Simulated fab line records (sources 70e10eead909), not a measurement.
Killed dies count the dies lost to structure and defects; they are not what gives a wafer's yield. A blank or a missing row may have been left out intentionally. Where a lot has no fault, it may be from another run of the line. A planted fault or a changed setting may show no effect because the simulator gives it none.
fab line records	flow nand-harc
record lots=12	wafers=36	last-day=33
route steps=1302 shown A_CONTACT@1079 END@1302
lots that met no fault: from a run of the same line without faults
start-h: start of the lot's first displayed wafer, in hours after the record's first day	wait-h: hours elapsed since this lot's preceding step	" identical to the entry in the row above	L1.1+2: a single row standing in for several wafers	- no value, or no start given	* or withheld: withheld	< > ~ a bound
route shown NAME@n: a module of which the file shows steps, and the number in the route of the first	usual: mean/standard deviation of fault-free wafers	same: alike in all rows	chamber/n: place in a boat	sites: the reading at each site	_std_site: how widely they spread, as a standard deviation	_edge_site: mean of outer sites minus mean of inner sites	radius-mm: for every site, how far away it sits from the centre of the wafer	mask NAME#n: copy n	behind: the tool/chamber that last shaped the wafer	hold: why the lot went on hold/how many hours it stayed there/how the hold came to an end	device: the transistor (n, p or np) that didn't switch	end of line: the route-end tests of the same wafers	for a step that has no rows: nothing shown but its recipe	killed: not the wafer's yield, but the dies lost to structure and defects at the first sort	map: shows each die of a wafer: x if killed, . if not, _ if none is there
set.NAME: the run value of the setting; set.NAME@STEP: its run value at that earlier step	model.NAME: the simulator's own value behind a step, which no gauge read
the route's steps for a sample of lots (tables are steps, rows are wafers)
services: when a tool's chamber went out of use (start-h, in hours from the record's first day, below 0 if earlier), for how many hours, and the reason
## steps
# step NHARC_A_CONTACT_OVL_MEAS_09
# usual overlay-x-nm=0.0/0.82	overlay-y-nm=0.1/0.93
lot.wafer	tool	chamber	start-h	wait-h	overlay-x-nm	overlay-y-nm
L885.2	overlay-02	-	560.66	-	1.0	-0.1
L885.3	"	-	"	"	1.2	-0.8
L885.6	"	-	"	"	1.1	-0.5
L892.2	overlay-01	-	624.76	-	-0.1	-0.3
L892.3	"	-	"	"	0.1	-0.1
L892.4	"	-	"	"	0.0	-0.2
L893.1	overlay-02	-	640.21	-	0.8	1.8
L893.4	"	-	"	"	0.6	1.8
L893.5	"	-	"	"	1.1	1.6
L896.2	overlay-02	-	654.31	-	0.0	0.0
L896.5	"	-	"	"	-0.2	0.0
L896.6	"	-	"	"	-0.3	-0.3
L898.2	overlay-02	-	689.91	-	0.0	0.2
L898.5	"	-	"	"	-0.7	0.2
L898.6	"	-	"	"	0.0	0.0
L894.1	overlay-02	-	693.20	-	-1.5	0.5
L894.2	"	-	"	"	-1.4	0.5
L894.3	"	-	"	"	-2.2	0.6
L899.3	overlay-01	-	700.47	-	0.1	0.0
L899.5	"	-	"	"	-0.1	0.0
L899.6	"	-	"	"	-0.1	0.6
L903.2	overlay-01	-	716.08	-	0.8	-0.6
L903.4	"	-	"	"	0.7	-0.4
L903.5	"	-	"	"	0.7	-0.8
L901.1	overlay-02	-	719.05	-	-1.0	-1.0
L901.2	"	-	"	"	-0.4	-0.8
L901.3	"	-	"	"	-0.6	-0.2
L902.2	overlay-02	-	724.64	-	-1.1	1.0
L902.4	"	-	"	"	-1.4	0.5
L902.5	"	-	"	"	-1.6	1.1
L900.1	overlay-02	-	734.34	-	0.3	-1.3
L900.2	"	-	"	"	0.6	-1.3
L900.3	"	-	"	"	1.1	-1.8
L904.1	overlay-01	-	738.04	-	0.0	0.1
L904.5	"	-	"	"	0.1	0.6
L904.6	"	-	"	"	-0.4	-0.3
# step NHARC_A_CONTACT_ETCH_30
# recipe target-depth-a=726	time-s=36.3	cf4-flow-sccm=100	chf3-flow-sccm=30	ar-flow-sccm=0	rf-w=500	bias-w=200	chemistry=CF4/CHF3
# usual drypump-motor-current-A=5.8/0.42	oes-product-au=0.935/0.018	rf-vpp-V=369.6/1.6	run-length-s=57.7/0.45	showerhead-plenum-p-Torr=1.54/0.043	throttle-valve-pct=16.801/0.0094
lot.wafer	tool	chamber	start-h	wait-h	drypump-motor-current-A	oes-product-au	rf-hours-counter-h	rf-vpp-V	run-length-s	showerhead-plenum-p-Torr	throttle-valve-pct
L885.3	rie-diel-12	1	561.28	-	6.2	0.925	20	370.1	58.1	1.58	16.789
L885.2	"	0	"	"	5.8	0.921	21	371.5	57.4	1.59	16.806
L885.6	"	2	"	"	5.2	0.927	-	370.3	57.6	1.56	16.798
L892.3	rie-diel-04	0	625.55	-	5.5	0.961	23	370.2	52.2	1.52	16.793
L892.2	"	1	"	"	5.7	0.968	24	371.2	57.7	1.56	16.804
L892.4	"	3	"	"	6.2	0.946	21	366.7	57.0	1.47	16.796
L893.4	rie-diel-12	3	640.83	-	5.8	0.958	2	366.3	58.3	1.47	16.800
L893.1	"	0	"	"	5.7	0.959	2	371.6	57.1	1.59	16.795
L893.5	"	0	"	"	5.8	0.948	-	371.1	57.2	1.59	16.810
L896.2	rie-diel-12	3	654.94	-	5.8	0.933	4	366.9	58.5	1.46	16.798
L896.6	"	1	"	"	6.2	0.938	-	372.1	57.7	1.57	16.790
L896.5	"	2	"	"	5.2	0.934	-	370.3	57.6	1.55	16.794
L898.2	rie-diel-12	2	690.53	-	5.2	0.983	10	369.0	57.5	1.55	16.803
L898.6	"	2	"	"	5.2	0.964	-	368.7	57.6	1.55	16.812
L898.5	"	3	"	"	5.8	0.966	-	366.9	58.5	1.46	16.799
L894.1	rie-diel-07	2	694.31	-	6.6	0.926	10	370.2	57.8	1.58	16.807
L894.2	"	3	"	"	5.3	0.926	11	370.0	57.7	1.58	16.804
L894.3	"	0	"	"	6.3	0.931	11	367.7	57.8	1.51	16.796
L899.3	rie-diel-12	2	701.09	-	5.2	0.920	12	371.1	57.5	1.55	16.787
L899.6	"	1	"	"	6.2	0.917	-	371.3	57.8	1.57	16.797
L899.5	"	2	"	"	5.2	0.918	-	370.5	57.9	1.55	16.812
L903.2	rie-diel-12	1	716.70	-	6.2	0.926	15	369.1	57.9	1.57	16.802
L903.4	"	0	"	"	5.8	0.923	14	369.5	57.2	1.59	16.811
L903.5	"	1	"	"	6.3	0.916	-	370.7	58.1	1.57	16.804
L901.3	rie-diel-12	1	719.73	-	6.2	0.914	16	371.3	58.2	1.57	16.787
L901.2	"	3	"	"	5.8	0.926	15	367.1	58.5	1.46	16.821
L901.1	"	0	"	"	5.8	0.919	14	370.9	57.1	1.59	16.804
L902.4	rie-diel-12	1	725.27	-	6.3	0.979	16	370.4	58.0	1.57	16.801
L902.2	"	3	"	"	5.8	0.957	16	366.9	58.3	1.46	16.816
L902.5	"	0	"	"	5.8	0.962	-	370.7	57.3	1.59	16.813
L900.3	rie-diel-07	1	735.00	-	5.7	0.913	28	369.9	56.8	1.55	16.794
L900.2	"	2	"	"	6.7	0.919	29	371.6	57.3	1.57	16.797
L900.1	"	3	"	"	5.3	0.913	27	370.9	58.2	1.57	16.807
L904.1	rie-diel-12	0	738.68	-	5.8	0.925	17	371.5	57.0	1.58	16.793
L904.5	"	0	"	"	5.8	0.908	-	371.3	57.2	1.58	16.809
L904.6	"	1	"	"	6.3	0.918	-	371.0	58.0	1.57	16.801
# step NHARC_A_CONTACT_ETCH_137
# recipe source-w=withheld	pressure-mtorr=20	bias-v=1200	time-s=311	target-depth-a=19120	ar-flow-sccm=withheld	c4f8-flow-sccm=withheld	o2-flow-sccm=withheld	chemistry=C4F8/O2/Ar
# usual run-length-s=311/0
lot.wafer	tool	chamber	start-h	wait-h	rf-hours-counter-h	run-length-s
L885.2	har-cap-etch-03	0	562.67	0.2	56	311
L885.3	"	1	"	"	-	311
L885.6	"	0	"	"	-	311
L892.2	har-cap-etch-01	1	626.94	0.2	21	311
L892.3	"	0	"	"	-	311
L892.4	"	1	"	"	-	311
L893.1	har-cap-etch-03	0	642.18	0.2	69	311
L893.4	"	1	"	"	-	311
L893.5	"	0	"	"	-	311
L896.2	har-cap-etch-01	1	656.28	0.2	25	311
L896.6	"	1	"	"	-	311
L896.5	"	0	"	"	-	311
L898.2	har-cap-etch-01	1	691.92	0.2	30	311
L898.6	"	0	"	"	-	311
L898.5	"	1	"	"	-	311
L894.2	har-cap-etch-03	0	695.90	0.3	77	311
L894.1	"	1	"	"	77	311
L894.3	"	0	"	"	-	311
L899.3	har-cap-etch-03	0	702.80	0.3	-	311
L899.5	"	0	"	"	-	311
L899.6	"	1	"	"	-	311
L903.2	har-cap-etch-01	0	718.10	0.2	36	311
L903.4	"	1	"	"	-	311
L903.5	"	1	"	"	-	311
L901.2	har-cap-etch-01	0	721.07	0.2	38	311
L901.1	"	1	"	"	38	311
L901.3	"	1	"	"	-	311
L902.2	har-cap-etch-03	1	726.65	0.2	83	311
L902.4	"	0	"	"	-	311
L902.5	"	0	"	"	-	311
L900.2	har-cap-etch-03	1	736.61	0.2	84	311
L900.1	"	0	"	"	84	311
L900.3	"	0	"	"	-	311
L904.1	har-cap-etch-01	1	740.27	0.3	41	311
L904.6	"	1	"	"	-	311
L904.5	"	0	"	"	-	311
# step NHARC_A_CONTACT_ETCH_139
# recipe source-w=withheld	pressure-mtorr=20	bias-v=400	time-s=195	target-depth-a=8400	ar-flow-sccm=withheld	c4f8-flow-sccm=11.5	o2-flow-sccm=7.2	chemistry=C4F8/O2/Ar
# usual run-length-s=226.0/0.38
lot.wafer	tool	chamber	start-h	wait-h	rf-hours-counter-h	run-length-s
L885.2	har-cap-etch-03	0	563.21	0.2	57	226.3
L885.3	"	1	"	"	-	226.9
L885.6	"	0	"	"	-	226.0
L892.2	har-cap-etch-01	1	627.49	0.2	22	225.5
L892.3	"	0	"	"	-	225.8
L892.4	"	1	"	"	-	225.6
L893.1	har-cap-etch-03	0	642.72	0.2	70	226.2
L893.4	"	1	"	"	-	226.8
L893.5	"	0	"	"	-	226.5
L896.2	har-cap-etch-01	1	656.83	0.2	26	226.3
L896.6	"	1	"	"	-	226.2
L896.5	"	0	"	"	-	225.7
L898.2	har-cap-etch-01	1	692.46	0.2	31	226.2
L898.6	"	0	"	"	-	225.5
L898.5	"	1	"	"	-	225.7
L894.2	har-cap-etch-03	0	696.62	0.3	77	226.5
L894.1	"	1	"	"	77	226.0
L894.3	"	0	"	"	-	226.6
L899.3	har-cap-etch-03	0	703.52	0.3	-	226.3
L899.5	"	0	"	"	-	226.2
L899.6	"	1	"	"	-	226.2
L903.2	har-cap-etch-01	0	718.65	0.2	37	225.6
L903.4	"	1	"	"	-	225.5
L903.5	"	1	"	"	-	226.1
L901.2	har-cap-etch-01	0	721.61	0.2	38	225.8
L901.1	"	1	"	"	38	226.0
L901.3	"	1	"	"	-	225.5
L902.2	har-cap-etch-03	1	727.20	0.2	83	226.2
L902.4	"	0	"	"	-	226.2
L902.5	"	0	"	"	-	226.2
L900.2	har-cap-etch-03	1	737.15	0.2	85	227.0
L900.1	"	0	"	"	85	225.9
L900.3	"	0	"	"	-	226.3
L904.1	har-cap-etch-01	1	740.99	0.3	41	225.7
L904.6	"	1	"	"	-	226.0
L904.5	"	0	"	"	-	225.3
# step NHARC_END_SORT_01
# recipe temp-c=25
# usual killed-at-array=50/17	killed-at-other=0.7/1	killed-at-periphery=3.4/2.4	killed-dies=54/17	killed-open=3.3/1.7	killed-short=2.5/1.6
# same gross-dies=677
lot.wafer	tool	chamber	start-h	wait-h	killed-at-array	killed-at-other	killed-at-periphery	killed-dies	killed-open	killed-short
L885.2	prober-01	0	613.06	2.8	74	2	6	82	2	7
L885.3	prober-01	0	613.85	3.1	64	3	2	69	1	2
L885.6	prober-01	0	616.23	4.0	54	4	4	62	5	2
L892.2	prober-02	0	674.15	2.8	62	0	5	67	4	2
L892.3	prober-02	0	674.93	3.1	55	1	3	59	4	1
L892.4	prober-02	0	675.72	3.3	74	0	5	79	2	2
L893.1	prober-02	0	689.23	2.5	65	0	2	67	5	1
L893.4	prober-02	0	691.61	3.4	60	0	6	66	3	5
L893.5	prober-02	0	692.41	3.7	49	0	8	57	4	3
L896.2	prober-01	0	708.68	2.8	34	1	3	38	3	6
L896.5	prober-01	0	711.07	3.7	39	0	6	45	5	3
L896.6	prober-01	0	711.86	4.0	40	0	14	54	3	4
L898.2	prober-01	0	740.58	2.8	63	0	2	65	4	6
L898.5	prober-01	0	743.00	3.7	63	1	2	66	6	4
L898.6	prober-01	0	743.81	4.0	29	0	3	32	2	3
L894.1	prober-02	0	742.95	2.5	38	0	5	43	0	5
L894.2	prober-02	0	743.75	2.8	33	1	5	39	5	5
L894.3	prober-02	0	744.54	3.1	25	2	1	28	2	3
L899.3	prober-01	0	764.89	3.1	58	0	5	63	7	2
L899.5	prober-01	0	766.50	3.7	62	1	3	66	7	2
L899.6	prober-01	0	767.30	4.0	72	0	0	72	4	4
L901.1	prober-02	0	771.18	2.5	75	0	0	75	1	1
L901.2	prober-02	0	771.98	2.8	65	2	2	69	1	3
L901.3	prober-02	0	772.77	3.1	67	0	5	72	3	4
L903.2	prober-01	0	771.88	2.8	34	1	1	36	5	0
L903.4	prober-01	0	773.46	3.4	31	2	0	33	2	4
L903.5	prober-01	0	774.25	3.7	23	2	2	27	2	0
L902.2	prober-01	0	779.60	2.8	56	0	3	59	1	2
L902.4	prober-01	0	781.21	3.4	47	1	4	52	3	0
L902.5	prober-01	0	782.01	3.7	56	0	5	61	2	2
L900.1	prober-02	0	791.13	2.5	52	0	3	55	5	4
L900.2	prober-02	0	791.94	2.8	55	5	1	61	4	1
L900.3	prober-02	0	792.75	3.1	43	0	5	48	3	2
L904.1	prober-01	0	791.15	2.5	56	2	5	63	5	2
L904.5	prober-01	0	794.34	3.7	64	2	0	66	3	1
L904.6	prober-01	0	795.13	4.0	52	1	3	56	4	2
# killed by level:class
L885.2 A_SLIT:chamber-film-flake=28 A_CHANNEL_HOLE_D1:chamber-film-flake=26 A_CHANNEL_HOLE_D2:chamber-film-flake=6 A_CHANNEL_FILL_D1:geometric-particle:short=5 P_GATE:chamber-film-flake=5 A_ZERO_WELL:chamber-film-flake=3 A_STAIRCASE:chamber-film-flake=2 THIN_TSV:chamber-film-flake=2
L885.3 A_CHANNEL_HOLE_D1:chamber-film-flake=29 A_SLIT:chamber-film-flake=21 A_CHANNEL_HOLE_D2:chamber-film-flake=7 THIN_TSV:chamber-film-flake=3 P_GATE:chamber-film-flake=2 A_WL_FILL:chamber-film-flake=2 A_CHANNEL_FILL_D1:geometric-particle:short=1 A_CHANNEL_FILL_D1:geometric-particle:open=1
L885.6 A_SLIT:chamber-film-flake=24 A_CHANNEL_HOLE_D1:chamber-film-flake=13 A_CHANNEL_HOLE_D2:chamber-film-flake=9 THIN_TSV:chamber-film-flake=3 A_M0:geometric-particle:open=2 A_CONTACT:chamber-film-flake=2 P_GATE:geometric-particle:open=1 P_M2:geometric-particle:open=1
L892.2 A_CHANNEL_HOLE_D1:chamber-film-flake=27 A_SLIT:chamber-film-flake=26 A_M0:geometric-particle:short=2 P_GATE:chamber-film-flake=2 A_STAIRCASE:chamber-film-flake=2 A_WL_FILL:chamber-film-flake=2 P_CONTACT:geometric-particle:open=1 P_M1:geometric-particle:open=1
L892.3 A_SLIT:chamber-film-flake=24 A_CHANNEL_HOLE_D1:chamber-film-flake=15 P_M1:chamber-film-flake=3 A_WL_FILL:chamber-film-flake=3 A_CHANNEL_FILL_D1:chamber-film-flake=2 A_DECK1_JOINT:chamber-film-flake=2 A_ONON_D1:geometric-particle:open=1 A_ONON_D2:geometric-particle:open=1
L892.4 A_CHANNEL_HOLE_D1:chamber-film-flake=34 A_SLIT:chamber-film-flake=28 A_STAIRCASE:chamber-film-flake=4 P_ZERO_WELL:chamber-film-flake=3 A_DECK1_JOINT:chamber-film-flake=2 P_M0:geometric-particle:open=1 A_ONON_D1:geometric-particle:short=1 A_ONON_D2:geometric-particle:open=1
L893.1 A_SLIT:chamber-film-flake=31 A_CHANNEL_HOLE_D1:chamber-film-flake=18 A_CONTACT:chamber-film-flake=3 P_CONTACT:geometric-particle:open=2 A_ZERO_WELL:chamber-film-flake=2 A_DECK1_JOINT:chamber-film-flake=2 A_WL_FILL:chamber-film-flake=2 A_CHANNEL_FILL_D1:geometric-particle:short=1
L893.4 A_SLIT:chamber-film-flake=27 A_CHANNEL_HOLE_D1:chamber-film-flake=15 A_CONTACT:chamber-film-flake=7 A_DECK1_JOINT:chamber-film-flake=3 P_ZERO_WELL:chamber-film-flake=2 P_M0:geometric-particle:short=1 P_M2:geometric-particle:open=1 A_SOURCE_PLATE:geometric-particle:open=1
L893.5 A_SLIT:chamber-film-flake=21 A_CHANNEL_HOLE_D1:chamber-film-flake=16 P_ZERO_WELL:chamber-film-flake=2 P_STI:chamber-film-flake=2 P_BONDPAD:chamber-film-flake=2 A_ZERO_WELL:chamber-film-flake=2 A_STAIRCASE:chamber-film-flake=2 A_CONTACT:chamber-film-flake=2
L896.2 A_CHANNEL_HOLE_D2:chamber-film-flake=14 A_CHANNEL_HOLE_D1:chamber-film-flake=4 A_WL_FILL:chamber-film-flake=3 A_ONON_D1:geometric-particle:short=2 A_CHANNEL_FILL_D1:geometric-particle:short=2 P_CONTACT:geometric-particle:short=1 A_CHANNEL_FILL_D1:geometric-particle:open=1 A_CHANNEL_FILL_D2:geometric-particle:open=1
L896.5 A_CHANNEL_HOLE_D2:chamber-film-flake=15 A_WL_FILL:chamber-film-flake=6 A_CHANNEL_HOLE_D1:chamber-film-flake=3 A_CHANNEL_FILL_D1:chamber-film-flake=3 A_SLIT:chamber-film-flake=3 P_CONTACT:geometric-particle:open=2 P_CONTACT:chamber-film-flake=2 P_BONDPAD:chamber-film-flake=2
L896.6 A_CHANNEL_HOLE_D2:chamber-film-flake=12 A_CHANNEL_HOLE_D1:chamber-film-flake=8 A_CONTACT:chamber-film-flake=5 A_SLIT:chamber-film-flake=4 A_WL_FILL:chamber-film-flake=4 P_GATE:chamber-film-flake=3 A_CHANNEL_FILL_D1:geometric-particle:short=2 P_STI:chamber-film-flake=2
L898.2 A_CHANNEL_HOLE_D1:chamber-film-flake=35 A_SLIT:chamber-film-flake=5 A_CHANNEL_FILL_D1:chamber-film-flake=4 A_CONTACT:chamber-film-flake=4 A_ONON_D2:geometric-particle:short=2 A_M0:geometric-particle:open=2 A_STAIRCASE:chamber-film-flake=2 A_WL_FILL:chamber-film-flake=2
L894.1 A_CHANNEL_HOLE_D1:chamber-film-flake=28 P_CONTACT:geometric-particle:short=2 P_ZERO_WELL:chamber-film-flake=2 A_SLIT:chamber-film-flake=2 A_STAIRCASE:chamber-film-flake=2 A_M0:chamber-film-flake=2 P_GATE:geometric-particle:short=1 A_SLIT:geometric-particle:short=1
L898.5 A_CHANNEL_HOLE_D1:chamber-film-flake=38 A_SLIT:chamber-film-flake=5 A_CHANNEL_FILL_D2:chamber-film-flake=4 A_WL_FILL:chamber-film-flake=3 A_CHANNEL_FILL_D1:geometric-particle:open=2 A_ONON_D2:geometric-particle:open=2 A_BLC:geometric-particle:short=2 A_CHANNEL_FILL_D1:chamber-film-flake=2
L894.2 A_CHANNEL_HOLE_D1:chamber-film-flake=15 A_SLIT:chamber-film-flake=3 A_STAIRCASE:chamber-film-flake=3 A_ONON_D2:geometric-particle:short=2 P_ZERO_WELL:chamber-film-flake=2 A_CONTACT:chamber-film-flake=2 A_M0:chamber-film-flake=2 P_GATE:geometric-particle:open=1
L898.6 A_CHANNEL_HOLE_D1:chamber-film-flake=18 A_ONON_D2:geometric-particle:short=2 A_CHANNEL_FILL_D1:chamber-film-flake=2 A_CHANNEL_FILL_D2:chamber-film-flake=2 P_M1:geometric-particle:short=1 A_CHANNEL_FILL_D2:geometric-particle:open=1 A_M0:geometric-particle:open=1 P_ZERO_WELL:chamber-film-flake=1
L894.3 A_CHANNEL_HOLE_D1:chamber-film-flake=16 A_SLIT:chamber-film-flake=3 THIN_TSV:chamber-film-flake=2 P_CONTACT:geometric-particle:short=1 A_ONON_D1:geometric-particle:short=1 A_CHANNEL_FILL_D1:geometric-particle:short=1 A_CHANNEL_HOLE_D2:geometric-particle:open=1 A_WL_FILL:geometric-particle:open=1
L899.3 A_SLIT:chamber-film-flake=29 A_CONTACT:chamber-film-flake=6 A_ZERO_WELL:chamber-film-flake=5 A_CHANNEL_HOLE_D1:chamber-film-flake=5 A_STAIRCASE:chamber-film-flake=4 P_ZERO_WELL:chamber-film-flake=2 A_CHANNEL_FILL_D2:chamber-film-flake=2 P_GATE:geometric-particle:open=1
L899.5 A_SLIT:chamber-film-flake=34 A_CONTACT:chamber-film-flake=11 A_CHANNEL_HOLE_D1:chamber-film-flake=8 P_CONTACT:geometric-particle:open=2 A_CHANNEL_FILL_D1:geometric-particle:open=2 A_CHANNEL_FILL_D2:chamber-film-flake=2 A_STAIRCASE:chamber-film-flake=2 P_M1:geometric-particle:open=1
L899.6 A_SLIT:chamber-film-flake=36 A_CHANNEL_HOLE_D1:chamber-film-flake=17 A_CONTACT:chamber-film-flake=5 A_STAIRCASE:chamber-film-flake=3 A_ONON_D1:geometric-particle:open=1 A_CHANNEL_FILL_D1:geometric-particle:short=1 A_CHANNEL_FILL_D1:geometric-particle:open=1 A_DECK1_JOINT:geometric-particle:short=1
L901.1 A_SLIT:chamber-film-flake=33 A_CHANNEL_HOLE_D2:chamber-film-flake=25 A_CHANNEL_HOLE_D1:chamber-film-flake=8 A_CONTACT:chamber-film-flake=5 A_CHANNEL_FILL_D1:geometric-particle:short=1 A_ONON_D2:geometric-particle:open=1 A_CHANNEL_FILL_D1:chamber-film-flake=1 A_DECK1_JOINT:chamber-film-flake=1
L903.2 A_STAIRCASE:chamber-film-flake=11 A_SLIT:chamber-film-flake=8 A_CONTACT:chamber-film-flake=5 A_ZERO_WELL:chamber-film-flake=4 A_ONON_D1:geometric-particle:open=1 A_DECK1_JOINT:geometric-particle:open=1 A_CHANNEL_HOLE_D2:geometric-particle:open=1 A_CHANNEL_FILL_D2:geometric-particle:open=1
L901.2 A_SLIT:chamber-film-flake=26 A_CHANNEL_HOLE_D2:chamber-film-flake=22 A_CHANNEL_HOLE_D1:chamber-film-flake=10 A_CONTACT:chamber-film-flake=4 THIN_TSV:chamber-film-flake=2 P_CONTACT:geometric-particle:short=1 A_SOURCE_PLATE:geometric-particle:short=1 A_CHANNEL_FILL_D1:geometric-particle:short=1
L901.3 A_SLIT:chamber-film-flake=28 A_CHANNEL_HOLE_D2:chamber-film-flake=21 A_CHANNEL_HOLE_D1:chamber-film-flake=7 A_CONTACT:chamber-film-flake=4 P_GATE:chamber-film-flake=3 P_M0:geometric-particle:open=2 A_STAIRCASE:chamber-film-flake=2 A_ONON_D1:geometric-particle:short=1
L903.4 A_STAIRCASE:chamber-film-flake=8 A_CONTACT:chamber-film-flake=7 A_SLIT:chamber-film-flake=6 A_CHANNEL_FILL_D2:geometric-particle:short=2 THIN_TSV:chamber-film-flake=2 A_ONON_D2:geometric-particle:open=1 A_CHANNEL_FILL_D2:geometric-particle:open=1 A_WL_FILL:geometric-particle:short=1
L903.5 A_STAIRCASE:chamber-film-flake=7 A_CONTACT:chamber-film-flake=6 A_SLIT:chamber-film-flake=5 P_CONTACT:chamber-film-flake=2 THIN_TSV:chamber-film-flake=2 A_CHANNEL_HOLE_D1:geometric-particle:open=1 A_WL_FILL:geometric-particle:open=1 A_CHANNEL_FILL_D1:chamber-film-flake=1
L902.2 A_CHANNEL_HOLE_D2:chamber-film-flake=22 A_CHANNEL_HOLE_D1:chamber-film-flake=11 A_CONTACT:chamber-film-flake=10 A_SLIT:chamber-film-flake=7 A_WL_FILL:geometric-particle:short=2 A_WL_FILL:chamber-film-flake=2 P_M2:geometric-particle:open=1 P_ZERO_WELL:chamber-film-flake=1
L902.4 A_CHANNEL_HOLE_D2:chamber-film-flake=17 A_CONTACT:chamber-film-flake=11 A_CHANNEL_HOLE_D1:chamber-film-flake=10 A_SLIT:chamber-film-flake=8 P_CONTACT:geometric-particle:open=2 A_CHANNEL_FILL_D1:geometric-particle:open=1 P_ZERO_WELL:chamber-film-flake=1 P_GATE:chamber-film-flake=1
L902.5 A_CHANNEL_HOLE_D2:chamber-film-flake=23 A_CONTACT:chamber-film-flake=12 A_CHANNEL_HOLE_D1:chamber-film-flake=10 A_SLIT:chamber-film-flake=5 P_ZERO_WELL:chamber-film-flake=4 A_BLC:geometric-particle:open=2 A_M0:chamber-film-flake=2 P_M0:geometric-particle:short=1
L900.1 A_SLIT:chamber-film-flake=28 A_CONTACT:chamber-film-flake=7 A_WL_FILL:geometric-particle:short=2 P_ZERO_WELL:chamber-film-flake=2 A_CHANNEL_HOLE_D1:unspecified=2 A_CHANNEL_HOLE_D1:chamber-film-flake=2 P_M0:geometric-particle:open=1 A_ONON_D1:geometric-particle:open=1
L904.1 A_SLIT:chamber-film-flake=28 A_CHANNEL_HOLE_D1:chamber-film-flake=9 A_CONTACT:chamber-film-flake=9 A_ZERO_WELL:chamber-film-flake=3 P_ZERO_WELL:chamber-film-flake=2 A_CHANNEL_HOLE_D2:chamber-film-flake=2 THIN_TSV:chamber-film-flake=2 P_CONTACT:geometric-particle:open=1
L900.2 A_SLIT:chamber-film-flake=32 A_CONTACT:chamber-film-flake=10 THIN_TSV:chamber-film-flake=5 A_CHANNEL_HOLE_D1:chamber-film-flake=3 A_CHANNEL_HOLE_D1:unspecified=2 A_WL_FILL:chamber-film-flake=2 P_M2:geometric-particle:open=1 A_CHANNEL_FILL_D1:geometric-particle:open=1
L900.3 A_SLIT:chamber-film-flake=31 A_CONTACT:chamber-film-flake=6 P_M1:chamber-film-flake=3 A_ONON_D2:geometric-particle:open=2 A_ONON_D1:geometric-particle:open=1 A_CHANNEL_FILL_D1:geometric-particle:short=1 A_ONON_D2:geometric-particle:short=1 P_ZERO_WELL:chamber-film-flake=1
L904.5 A_SLIT:chamber-film-flake=33 A_CHANNEL_HOLE_D1:chamber-film-flake=12 A_CONTACT:chamber-film-flake=7 A_ZERO_WELL:chamber-film-flake=3 A_CHANNEL_HOLE_D2:chamber-film-flake=3 THIN_TSV:chamber-film-flake=2 A_CHANNEL_FILL_D2:geometric-particle:open=1 A_WL_FILL:geometric-particle:short=1
L904.6 A_SLIT:chamber-film-flake=25 A_CHANNEL_HOLE_D1:chamber-film-flake=11 A_CONTACT:chamber-film-flake=7 A_CHANNEL_HOLE_D2:chamber-film-flake=3 P_CONTACT:geometric-particle:open=1 P_M1:geometric-particle:open=1 A_ONON_D1:geometric-particle:short=1 A_ONON_D1:geometric-particle:open=1
## services
tool	chamber	start-h	hours	kind
rie-diel-04	3	541.95	3.5	repair
rie-diel-12	0	552.44	-	clean
rie-diel-12	1	552.44	-	clean
rie-diel-12	2	552.44	-	clean
rie-diel-12	3	552.44	-	clean
rie-diel-04	0	563.20	2.9	repair
rie-diel-12	0	576.94	-	clean
rie-diel-12	1	576.94	-	clean
rie-diel-12	2	576.94	-	clean
rie-diel-12	3	576.94	-	clean
rie-diel-04	2	588.21	18.9	repair
rie-diel-12	1	594.74	4.0	repair
rie-diel-12	0	601.44	-	clean
rie-diel-12	1	601.44	-	clean
rie-diel-12	2	601.44	-	clean
rie-diel-12	2	608.01	8.6	repair
rie-diel-12	-	622.52	9.0	pm
har-cap-etch-03	-	631.25	1.4	repair
rie-diel-07	-	649.81	9.0	pm
rie-diel-07	-	663.00	0.6	repair
rie-diel-04	2	665.57	6.9	repair
rie-diel-04	1	691.42	4.7	repair
rie-diel-04	3	691.99	6.0	repair
rie-diel-04	-	711.29	9.0	pm
## key
first-sign step=NHARC_A_CONTACT_ETCH_30	reading=run-length-s	direction=down	sigmas=12	usual=*	struck=*
effect none on later readings
met-at NHARC_A_CONTACT_ETCH_30
struck-lots L892
struck-wafers L892.3
tester-left-out L892
not-acting-at NHARC_A_CONTACT_OVL_MEAS_09,NHARC_A_CONTACT_ETCH_137,NHARC_A_CONTACT_ETCH_139
fault kind=process-parameter-drift	tool=rie-diel-04	chamber=0	onset-h=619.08	steps=NHARC_A_CONTACT_ETCH_30	channel=time-s	offset=*	shape=step	end-h=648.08	acts-in=*	stated=*
# tester-left-out: of these lots the tester's yield and bins aren't shown, on N5 and GAA mostly nor the transistor test; their killed dies are dies lost to structure and defects alone, not to doping, threshold or leakage, so they don't give the yield
